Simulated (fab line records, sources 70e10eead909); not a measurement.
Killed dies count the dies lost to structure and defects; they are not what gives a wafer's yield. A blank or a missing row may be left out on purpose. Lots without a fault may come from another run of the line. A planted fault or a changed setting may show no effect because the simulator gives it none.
Comparing a struck lot with a sound one | flow nandHarc | 15 out of 1302 route steps
Sound: wafers L906.3, L906.4, L906.6. Wafers L899.1, L899.3, L899.5 were the ones struck. The cause is named last.
Per side, at each step with rows, come the tool, then ch with its chambers, and then its first start. Under that, the readings that differ: sound wafers | struck wafers | difference of the means | sigmas: that difference in standard deviations of wafers without a fault.
alike: same words and numbers on both sides, and readings whose means sit less than 2 such deviations apart. not compared: any withheld reading, any reading some wafer has no value for, any bound like >300 that may hide the same value, and any number with overlapping values for which the record gives no deviation.
A row with sigmas, a row that says differs or no value, or rows on one side alone: a step with any of these is where the two part. Non-overlapping numbers with no deviation appear without sigmas and do not part them. A reading missing from all wafers of one side parts the sides only when that side holds two or more wafers.

NHARC_A_CHANNEL_FILL_D1_ETCHBACK_20: etches the open film in C4F8/O2/Ar, target depth 27 nm, time 13.5 s.
  sound on rieDiel-07 ch 0,2,3, day 15 14:17; struck on rieDiel-07 ch 1,2, day 12 03:26
  alike: oesProductAu, rfVppV
  not compared: rfHoursCounterH
NHARC_A_CHANNEL_FILL_D1_STRIP_28: strips in O2, time 20 s.
  sound on rieDiel-07 ch 0,2,3, day 15 14:22; struck on rieDiel-07 ch 0,2, day 12 03:31
  alike: drypumpMotorCurrentA, o2FlowSccm, oesProductAu, rfVppV, showerheadPlenumPTorr, throttleValvePct
  not compared: rfHoursCounterH
then, 4 steps without rows for these wafers: NHARC_A_CHANNEL_FILL_D1_PRECLEAN_21 (cleans in dHF, time 30 s); NHARC_A_CHANNEL_FILL_D1_SRD_23; NHARC_A_CHANNEL_FILL_D1_CVD_05 (deposits poly-Si, target thk 5 nm); NHARC_A_CHANNEL_FILL_D1_ANNEAL_22 (time 7200 s).
NHARC_A_CHANNEL_FILL_D1_THK_MEAS_06: measures by ellipsometry.
  sound: filmMetro-02 at day 16 02:11; struck: filmMetro-02 at day 12 16:50
  alike: thkNm
NHARC_A_CHANNEL_FILL_D1_ALD_25: deposits SiOx, target thk 60 nm, pulse time 10 s, ald cycles 600.
  sound on aldHk-03 ch 1,3, day 16 02:14; struck on aldHk-01 ch 0,3, day 12 16:53
  alike: heaterPowerW, precursorPulseHeightRel
NHARC_A_CHANNEL_FILL_D1_ETCHBACK_08: etches the open film in C4F8, target depth 220 nm, time 110 s.
  sound: rieDiel-07 ch 1,3; struck: rieDiel-07 ch 0,1,2
  alike: oesProductAu, rfVppV
  not compared: rfHoursCounterH
then, 3 steps without rows for these wafers: NHARC_A_CHANNEL_FILL_D1_STRIP_29 (strips in O2, time 20 s); NHARC_A_CHANNEL_FILL_D1_PRECLEAN_30 (cleans in dHF, time 30 s); NHARC_A_CHANNEL_FILL_D1_SRD_31.
NHARC_A_CHANNEL_FILL_D1_CVD_09: deposits poly-Si, target thk 150 nm, time 3000 s.
  struck on lpcvdPoly-04, day 13 01:04; sound on lpcvdPoly-03 ch 0, day 16 10:32
  no value came back on the struck wafers for pressureMtorr (mTorr), runLengthS (s); on the sound wafers pressureMtorr (mTorr) reads 200.4 200.2 200.3
NHARC_A_CHANNEL_FILL_D1_CMP_10: polishes, target thk 150 nm.
  sound on cmp-02 ch 1,2,3, day 16 13:44; struck on cmp-01 ch 1,2,3, day 13 04:17
  alike: motorCurrentA, timeToEndpointS
  not compared: padLifeWafers
-- record jumps: 13 days between struck wafers' starts before vs after; left off in module A_CHANNEL_FILL_D1, resumes in module END, first step shown is number 1302 of the route --
NHARC_END_SORT_01:
  sound on prober-01 ch 0, day 30 04:50; struck on prober-02 ch 0, day 26 15:44
reading       | sound | struck      | difference | sigmas
killedAtArray | 38 49 | 672 674 676 | +630       | +23
killedDies    | 39 50 | 677 677 677 | +632       | +23
  alike: killedAtOther, killedAtPeriphery, killedOpen, killedShort

## WHERE THEY PART
Earliest at NHARC_A_CHANNEL_FILL_D1_CVD_09; latest, in this record, at NHARC_END_SORT_01.

WHY: what had been put in by the simulator
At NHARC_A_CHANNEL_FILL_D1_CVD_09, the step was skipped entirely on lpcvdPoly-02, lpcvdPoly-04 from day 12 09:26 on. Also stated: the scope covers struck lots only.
